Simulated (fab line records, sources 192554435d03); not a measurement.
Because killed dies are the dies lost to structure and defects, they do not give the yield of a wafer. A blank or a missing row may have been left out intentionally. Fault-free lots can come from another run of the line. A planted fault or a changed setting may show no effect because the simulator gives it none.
Chamber matching / flow n5 finfet / 4 sister chambers for N5_BEOL_M13_DESCUM_33 on rie diel-03
The step chemistry O2, time 7.9 s. 16 wafers are shown with their chamber, then 8 later ones without.

## WAFERS WITH THEIR CHAMBER
wafer=L079.3; chamber=0; drypump motor current A (A)=5.9; throttle valve pct (%)=20.67; showerhead plenum p Torr (Torr)=2.09
wafer=L079.5; chamber=1; drypump motor current A (A)=6.1; throttle valve pct (%)=20.29; showerhead plenum p Torr (Torr)=2.03
wafer=L079.6; chamber=2; drypump motor current A (A)=5.0; throttle valve pct (%)=20.46; showerhead plenum p Torr (Torr)=2.01
wafer=L083.4; chamber=2; drypump motor current A (A)=5.0; throttle valve pct (%)=20.45; showerhead plenum p Torr (Torr)=2.00
wafer=L083.5; chamber=0; drypump motor current A (A)=5.9; throttle valve pct (%)=20.69; showerhead plenum p Torr (Torr)=2.09
wafer=L083.6; chamber=3; drypump motor current A (A)=5.4; throttle valve pct (%)=20.16; showerhead plenum p Torr (Torr)=2.16
wafer=L084.3; chamber=3; drypump motor current A (A)=5.4; throttle valve pct (%)=20.16; showerhead plenum p Torr (Torr)=2.16
wafer=L084.4; chamber=0; drypump motor current A (A)=5.9; throttle valve pct (%)=20.68; showerhead plenum p Torr (Torr)=2.09
wafer=L084.5; chamber=1; drypump motor current A (A)=6.1; throttle valve pct (%)=20.30; showerhead plenum p Torr (Torr)=2.03
wafer=L085.2; chamber=0; drypump motor current A (A)=5.9; throttle valve pct (%)=20.72; showerhead plenum p Torr (Torr)=2.09
wafer=L085.3; chamber=3; drypump motor current A (A)=5.4; throttle valve pct (%)=20.16; showerhead plenum p Torr (Torr)=2.16
wafer=L085.6; chamber=0; drypump motor current A (A)=5.9; throttle valve pct (%)=20.71; showerhead plenum p Torr (Torr)=2.09
wafer=L087.2; chamber=0; drypump motor current A (A)=5.9; throttle valve pct (%)=20.71; showerhead plenum p Torr (Torr)=2.09
wafer=L087.3; chamber=2; drypump motor current A (A)=5.1; throttle valve pct (%)=20.46; showerhead plenum p Torr (Torr)=2.00
wafer=L087.6; chamber=0; drypump motor current A (A)=5.9; throttle valve pct (%)=20.70; showerhead plenum p Torr (Torr)=2.09
wafer=L093.1; chamber=0; drypump motor current A (A)=5.9; throttle valve pct (%)=20.71; showerhead plenum p Torr (Torr)=2.08

SIGNATURES (means of the wafers above)
reading=drypump motor current A; chamber 0=5.900; chamber 1=6.100; chamber 2=5.033; chamber 3=5.400; scatter within a chamber=0.0236
reading=throttle valve pct; chamber 0=20.6988; chamber 1=20.2950; chamber 2=20.4567; chamber 3=20.1600; scatter within a chamber=0.0136
reading=showerhead plenum p Torr; chamber 0=2.0888; chamber 1=2.0300; chamber 2=2.0033; chamber 3=2.1600; scatter within a chamber=0.00358
Rule: a wafer lies at a distance from a chamber equal to the root of the sum of squares, over the readings, of (its reading less the chamber's mean, divided by the reading's scatter). The wafer belongs to the nearest chamber; if the next one is less than 2 further off, it can't be placed. The scatter is the square root of a quotient: the sum, over the shown wafers, of each reading's squared deviation from its chamber's mean, divided by wafers minus chambers.

## WAFERS WITHOUT THEIR CHAMBER
wafer=L093.5; drypump motor current A (A)=5.1; throttle valve pct (%)=20.49; showerhead plenum p Torr (Torr)=2.00
wafer=L093.6; drypump motor current A (A)=6.1; throttle valve pct (%)=20.34; showerhead plenum p Torr (Torr)=2.02
wafer=L094.2; drypump motor current A (A)=5.9; throttle valve pct (%)=20.72; showerhead plenum p Torr (Torr)=2.08
wafer=L094.3; drypump motor current A (A)=5.1; throttle valve pct (%)=20.48; showerhead plenum p Torr (Torr)=2.00
wafer=L094.5; drypump motor current A (A)=5.0; throttle valve pct (%)=20.49; showerhead plenum p Torr (Torr)=2.00
wafer=L095.1; drypump motor current A (A)=6.1; throttle valve pct (%)=20.34; showerhead plenum p Torr (Torr)=2.02
wafer=L095.2; drypump motor current A (A)=5.9; throttle valve pct (%)=20.73; showerhead plenum p Torr (Torr)=2.08
wafer=L095.4; drypump motor current A (A)=5.4; throttle valve pct (%)=20.20; showerhead plenum p Torr (Torr)=2.15

## WHICH CHAMBER EACH ONE RAN IN
wafer=L093.5; from the rows above=2; in truth=2
wafer=L093.6; from the rows above=1; in truth=1
wafer=L094.2; from the rows above=0; in truth=0
wafer=L094.3; from the rows above=2; in truth=2
wafer=L094.5; from the rows above=2; in truth=2
wafer=L095.1; from the rows above=1; in truth=1
wafer=L095.2; from the rows above=0; in truth=0
wafer=L095.4; from the rows above=3; in truth=3
Correct placement for 8 of the 8. Not placeable from these rows: 0. Number placed wrongly: 0.
